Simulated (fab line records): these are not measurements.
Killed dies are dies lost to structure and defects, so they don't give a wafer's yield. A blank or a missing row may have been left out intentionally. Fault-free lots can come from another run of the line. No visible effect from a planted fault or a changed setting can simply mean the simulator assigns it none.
Matching of chambers :: flow n5-finfet :: N5_BEOL_M13_ILD_DEP_00 on pecvd-04 has 3 sister chambers
The step deposits SiOC from DEMS/O2, target thk 837.92 nm, time 166.4 s. 6 wafers are shown with their chamber, then 7 later ones without.

== EACH WAFER AND ITS CHAMBER ==
wafer: L087.1
chamber: 0
showerhead-vpp-V (V): 1450
heater-power-w (W): 477

wafer: L086.5
chamber: 1
showerhead-vpp-V (V): 1372
heater-power-w (W): 604

wafer: L089.2
chamber: 0
showerhead-vpp-V (V): 1440
heater-power-w (W): 429

wafer: L089.4
chamber: 1
showerhead-vpp-V (V): 1380
heater-power-w (W): 620

wafer: L090.3
chamber: 2
showerhead-vpp-V (V): 1334
heater-power-w (W): 372

wafer: L090.5
chamber: 2
showerhead-vpp-V (V): 1376
heater-power-w (W): 402

== WAFERS WHOSE CHAMBER IS MISSING ==
wafer: L090.6
showerhead-vpp-V (V): 1378
heater-power-w (W): 492

wafer: L095.1
showerhead-vpp-V (V): 1453
heater-power-w (W): 503

wafer: L095.4
showerhead-vpp-V (V): 1357
heater-power-w (W): 559

wafer: L095.5
showerhead-vpp-V (V): 1384
heater-power-w (W): 591

wafer: L096.1
showerhead-vpp-V (V): 1447
heater-power-w (W): 506

wafer: L096.2
showerhead-vpp-V (V): 1394
heater-power-w (W): 512

wafer: L096.5
showerhead-vpp-V (V): 1457
heater-power-w (W): 416

== EACH ONE'S CHAMBER ==
wafer: L090.6
from the rows above: can't be placed: 0 or 2 or 1
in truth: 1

wafer: L095.1
from the rows above: 0
in truth: 0

wafer: L095.4
from the rows above: 1
in truth: 1

wafer: L095.5
from the rows above: 1
in truth: 1

wafer: L096.1
from the rows above: 0
in truth: 0

wafer: L096.2
from the rows above: can't be placed: 0 or 1 or 2
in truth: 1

wafer: L096.5
from the rows above: 0
in truth: 0
Correctly placed: 5 of 7. Cannot be placed on the basis of these rows: 2; the candidates contain the true chamber in 2. 0 placed wrongly.
How it was worked out, from the rows above alone: a wafer's distance from a chamber is the root of the sum, over the readings, of the square of ((its reading less the chamber's mean) divided by the reading's scatter). The wafer belongs to the nearest chamber; if the next one is less than 2 further off, it can't be placed. For every chamber, the mean is computed from those of its wafers that are shown. The scatter is the square root of a quotient: the sum, over the shown wafers, of each reading's squared deviation from its chamber's mean, divided by wafers minus chambers.
